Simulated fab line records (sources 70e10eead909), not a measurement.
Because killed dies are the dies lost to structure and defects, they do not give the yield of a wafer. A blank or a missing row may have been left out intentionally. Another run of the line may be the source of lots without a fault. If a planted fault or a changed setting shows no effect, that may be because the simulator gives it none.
Which of the tools did it? | flow nand harc | 12 lots, 36 wafers sampled, at 6 steps of a route of 1302

WHAT THE GAUGES READ, wafer by wafer
NHARC_P_STI_OVL_MEAS_10.
lot  | measured     | on         | overlay x nm (nm) | overlay y nm (nm)
L341 | day 3 01:02  | overlay-01 | -9 -9 -9          | 5 5 5
L342 | day 3 09:50  | overlay-02 | -5 -4 -4          | -7 -7 -8
L344 | day 4 01:55  | overlay-01 | -8 -9 -9          | -3 -3 -3
L346 | day 4 22:25  | overlay-01 | -9 -9 -9          | -3 -4 -4
L347 | day 5 07:37  | overlay-02 | 1 0 1             | 0 0 0
L350 | day 6 16:03  | overlay-01 | 11 10 10          | 11 11 11
L355 | day 8 14:55  | overlay-01 | 5 4 5             | 6 6 6
L357 | day 9 15:56  | overlay-01 | 15 16 16          | 0 0 0
L358 | day 9 22:17  | overlay-01 | 7 6 6             | -8 -8 -8
L361 | day 11 10:21 | overlay-01 | -5 -6 -5          | 3 3 3
L363 | day 11 22:44 | overlay-02 | -12 -12 -12       | -1 0 0
L364 | day 12 08:41 | overlay-01 | -11 -11 -12       | 6 6 5

NHARC_P_STI_INSPECT_11.
lot  | measured     | on                | raw defect count
L341 | day 3 01:05  | defect inspect-02 | 7 1 3
L342 | day 3 09:53  | defect inspect-02 | 7 10 7
L344 | day 4 01:57  | defect inspect-01 | 11 8 4
L346 | day 4 22:27  | defect inspect-01 | 3 3 4
L347 | day 5 07:40  | defect inspect-02 | 10 4 5
L350 | day 6 16:05  | defect inspect-02 | 9 10 7
L355 | day 8 14:58  | defect inspect-01 | 9 8 13
L357 | day 9 15:59  | defect inspect-02 | 2 4 4
L358 | day 9 22:20  | defect inspect-01 | 3 1 7
L361 | day 11 10:23 | defect inspect-02 | 5 4 4
L363 | day 11 22:46 | defect inspect-01 | 7 5 3
L364 | day 12 08:44 | defect inspect-02 | 5 4 3

NHARC_P_STI_OCD_MEAS_17.
lot  | measured     | on     | trench depth nm (nm) | trench foot cd nm (nm)
L341 | day 3 01:48  | ocd-01 | 302.1 301.2 299.4    | 158.4 158.9 157.2
L342 | day 3 10:33  | ocd-01 | 301.8 303.2 304.1    | 154.9 153.8 155.4
L344 | day 4 02:37  | ocd-01 | 309.1 298.9 302.4    | 155.6 159.7 156.5
L346 | day 4 23:07  | ocd-02 | 301.5 297.5 297.3    | 156.5 158.0 155.7
L347 | day 5 08:19  | ocd-01 | 298.1 302.9 299.6    | 155.4 158.4 154.7
L350 | day 6 16:44  | ocd-01 | 300.9 303.8 305.8    | 157.2 156.8 154.8
L355 | day 8 15:37  | ocd-02 | 304.0 261.4 301.2    | 158.5 162.9 160.8
L357 | day 9 16:38  | ocd-02 | 261.2 300.6 300.9    | 164.3 161.1 159.2
L358 | day 9 22:59  | ocd-01 | 298.8 296.9 259.0    | 160.3 159.8 165.1
L361 | day 11 11:05 | ocd-01 | 299.9 297.2 301.1    | 156.0 157.8 153.6
L363 | day 11 23:28 | ocd-02 | 300.8 302.7 299.3    | 156.8 154.7 158.1
L364 | day 12 09:25 | ocd-01 | 300.5 296.3 300.3    | 156.4 157.1 157.4

NHARC_END_SORT_01.
lot  | measured     | on        | killed at array | killed at other | killed at periphery | killed dies | killed open | killed short
L358 | day 31 13:34 | prober-02 | 50 55 60        | 0 0 1           | 6 3 6               | 56 58 67    | 5 3 4       | 3 3 2

WHAT TOOL EACH LOT RAN ON (gives the tool, then ch and the chambers of the sampled wafers, and finally the start)
lot  | NHARC_P_ZERO_WELL_ETCH_63        | NHARC_P_STI_ETCH_15
L341 | rie si-06 ch 1,2,3, day 1 21:32  | rie si-04 ch 0,1,2, day 3 01:33
L342 | rie si-02 ch 0,1, day 2 07:39    | rie si-05 ch 0,1,3, day 3 10:20
L344 | rie si-06 ch 1,2, day 3 03:35    | rie si-03 ch 0,2, day 4 02:22
L346 | rie si-02 ch 0,1,2, day 3 23:32  | rie si-04 ch 0,1,3, day 4 22:52
L347 | rie si-06 ch 1,2,3, day 4 10:16  | rie si-04 ch 0,1,3, day 5 08:04
L350 | rie si-02 ch 0,2,3, day 5 16:05  | rie si-04 ch 1,2,3, day 6 16:29
L355 | rie si-02 ch 1,2,3, day 7 17:44  | rie si-04 ch 0,2,3, day 8 15:23
L357 | rie si-02 ch 0,2,3, day 8 13:43  | rie si-04 ch 1,3, day 9 16:23
L358 | rie si-02 ch 0,1,2, day 8 23:40  | rie si-04 ch 0,1,3, day 9 22:44
L361 | rie si-02 ch 1,3, day 10 05:40   | rie si-03 ch 0,1, day 11 10:49
L363 | rie si-06 ch 0,3, day 11 01:32   | rie si-03 ch 0,1, day 11 23:11
L364 | rie si-02 ch 1,2,3, day 11 11:39 | rie si-03 ch 0,2, day 12 09:08
- NHARC_P_ZERO_WELL_ETCH_63: etches the open film in HBr/Cl2, target depth 120 nm, time 40.1 s.
- NHARC_P_STI_ETCH_15: etches the open film in HBr/Cl2, target depth 300 nm, time 100.1 s.

WHAT THE TOOLS THEMSELVES READ (means of the sampled wafers that have a number; where no wafer has one, the mark that the record gives instead)
NHARC_P_ZERO_WELL_ETCH_63.
lot  | tool      | drypump motor current A (A) | he backside leak sccm (sccm) | oes product au (a.u.) | throttle valve pct (%)
L341 | rie si-06 | 5.61                        | 2.54                         | 1.007                 | 26.406
L342 | rie si-02 | 5.77                        | 2.66                         | 1.013                 | 26.397
L344 | rie si-06 | 5.42                        | 2.83                         | 1.002                 | 26.404
L346 | rie si-02 | 5.74                        | 2.65                         | 1.006                 | 26.405
L347 | rie si-06 | 5.64                        | 2.62                         | 0.999                 | 26.398
L350 | rie si-02 | 5.90                        | 2.66                         | 1.002                 | 26.412
L355 | rie si-02 | 5.67                        | 2.65                         | 1.003                 | 26.414
L357 | rie si-02 | 5.88                        | 2.63                         | 0.997                 | 26.419
L358 | rie si-02 | 5.75                        | 2.72                         | 1.001                 | 26.407
L361 | rie si-02 | 5.58                        | 2.74                         | 0.994                 | 26.408
L363 | rie si-06 | 6.02                        | 2.43                         | 1.002                 | 26.407
L364 | rie si-02 | 5.68                        | 2.57                         | 1.000                 | 26.396

NHARC_P_STI_ETCH_15.
lot  | tool      | drypump motor current A (A) | he backside leak sccm (sccm) | oes product au (a.u.) | throttle valve pct (%)
L341 | rie si-04 | 5.5                         | 2.57                         | 1.000                 | 26.401
L342 | rie si-05 | 5.4                         | 2.70                         | 1.004                 | 26.405
L344 | rie si-03 | 5.8                         | 2.82                         | 1.003                 | 26.406
L346 | rie si-04 | 5.2                         | 2.50                         | 0.994                 | 26.400
L347 | rie si-04 | 5.2                         | 2.56                         | 0.997                 | 26.396
L350 | rie si-04 | 5.2                         | 2.70                         | 1.005                 | 26.410
L355 | rie si-04 | 5.6                         | 2.52                         | 0.975                 | 26.408
L357 | rie si-04 | 4.9                         | 2.60                         | 0.974                 | 26.402
L358 | rie si-04 | 5.2                         | 2.54                         | 0.966                 | 26.403
L361 | rie si-03 | 6.0                         | 2.39                         | 0.997                 | 26.409
L363 | rie si-03 | 5.8                         | 2.57                         | 0.997                 | 26.406
L364 | rie si-03 | 5.9                         | 2.99                         | 0.994                 | 26.402

THE ANSWER, worked out from the rows above alone
Rule: usual is defined by the lots themselves. Put in order of their means at a reading, lots are off if they are a third of the lots or fewer, leave a main group of 4 or more, and stand apart from it by a gap of 3 or more times the standard deviation of the main group's means; of several such gaps the widest counts. A main group whose means are all the same, to the digits that the tables above print for the reading, isn't used. A lot without any number at a reading at which 4 lots or more have one is off too. The other lots that the step has rows for count as sound. After the gauges, taken in route order, come the tools' own readings; for these a lot's mean is taken, as printed above. The first step at which some lot is off is used, and at that step the reading that is off furthest; a lot without a number counts as furthest.
Off, at NHARC_P_STI_OCD_MEAS_17 on trench depth nm: L355, L357, L358. Main group: mean 301.0 nm, sd 1.8.
If a tool, at a process step before that reading, ran all the lots that are off and no sound lot after the first of them, it fits. Not tried: the gauges at NHARC_P_STI_OCD_MEAS_17; whatever is off there is also off at NHARC_P_STI_ETCH_15, on other tools, and gauge error can't account for it. One fits: NHARC_P_STI_ETCH_15 on rie si-04. Its last sound lot is L350 (day 6 16:29), its first lot that is off L355 (day 8 15:23): a fault that began between those two fits.
On the lots that are off, the tool's own readings at NHARC_P_STI_ETCH_15 differ by more than 5 times the standard deviation of the sound lots' means, which bears it out; oes product au reads 0.972 a.u. there versus 0.999 a.u. on the sound lots.

WHAT THE SIMULATOR PUT IN
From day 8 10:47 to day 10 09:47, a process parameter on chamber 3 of rie si-04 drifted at NHARC_P_STI_ETCH_15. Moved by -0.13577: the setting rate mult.
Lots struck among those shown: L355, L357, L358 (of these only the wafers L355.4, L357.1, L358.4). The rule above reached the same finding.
